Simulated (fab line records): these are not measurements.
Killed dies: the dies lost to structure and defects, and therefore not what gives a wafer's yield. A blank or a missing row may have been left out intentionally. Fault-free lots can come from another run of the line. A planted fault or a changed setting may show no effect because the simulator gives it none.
Chamber matching / flow nandHarc / pecvd-02 running NHARC_A_DECK1_JOINT_DEP_16: 3 sister chambers
The step deposits SiO2, target thk 45 nm. 3 wafers are shown with their chamber, then 7 later ones without.

WAFERS PAIRED WITH THEIR CHAMBERS
wafer=L344.1; chamber=2; showerheadVppV (V)=1825
wafer=L345.2; chamber=1; showerheadVppV (V)=1792
wafer=L345.3; chamber=0; showerheadVppV (V)=1833

WAFERS WHOSE CHAMBER IS MISSING
wafer=L345.6; showerheadVppV (V)=1793
wafer=L346.1; showerheadVppV (V)=1823
wafer=L346.3; showerheadVppV (V)=1777
wafer=L346.4; showerheadVppV (V)=1870
wafer=L349.1; showerheadVppV (V)=1772
wafer=L349.3; showerheadVppV (V)=1845
wafer=L349.4; showerheadVppV (V)=1885

THE CHAMBER EACH PASSED THROUGH
wafer=L345.6; from the rows above=can't be placed: 1 or 2 or 0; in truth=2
wafer=L346.1; from the rows above=can't be placed: 2 or 0 or 1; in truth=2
wafer=L346.3; from the rows above=can't be placed: 1 or 2 or 0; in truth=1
wafer=L346.4; from the rows above=can't be placed: 0 or 2 or 1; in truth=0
wafer=L349.1; from the rows above=can't be placed: 1 or 2 or 0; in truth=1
wafer=L349.3; from the rows above=can't be placed: 0 or 2 or 1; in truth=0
wafer=L349.4; from the rows above=can't be placed: 0 or 2 or 1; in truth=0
Correctly placed: 0 of 7. Cannot be placed on the basis of these rows: 7; the candidates contain the true chamber in 7. Wrongly placed: 0.
How it was worked out, from the rows above alone: a wafer's distance from a chamber is the root of the sum, over the readings, of the square of ((its reading less the chamber's mean) divided by the reading's scatter). The wafer belongs to the nearest chamber; if the next one is less than 2 further off, it can't be placed. Each chamber's mean is taken over the wafers shown for it. The scatter: root of mean squared gap, hidden wafer to nearest shown wafer, with one shown wafer a chamber.
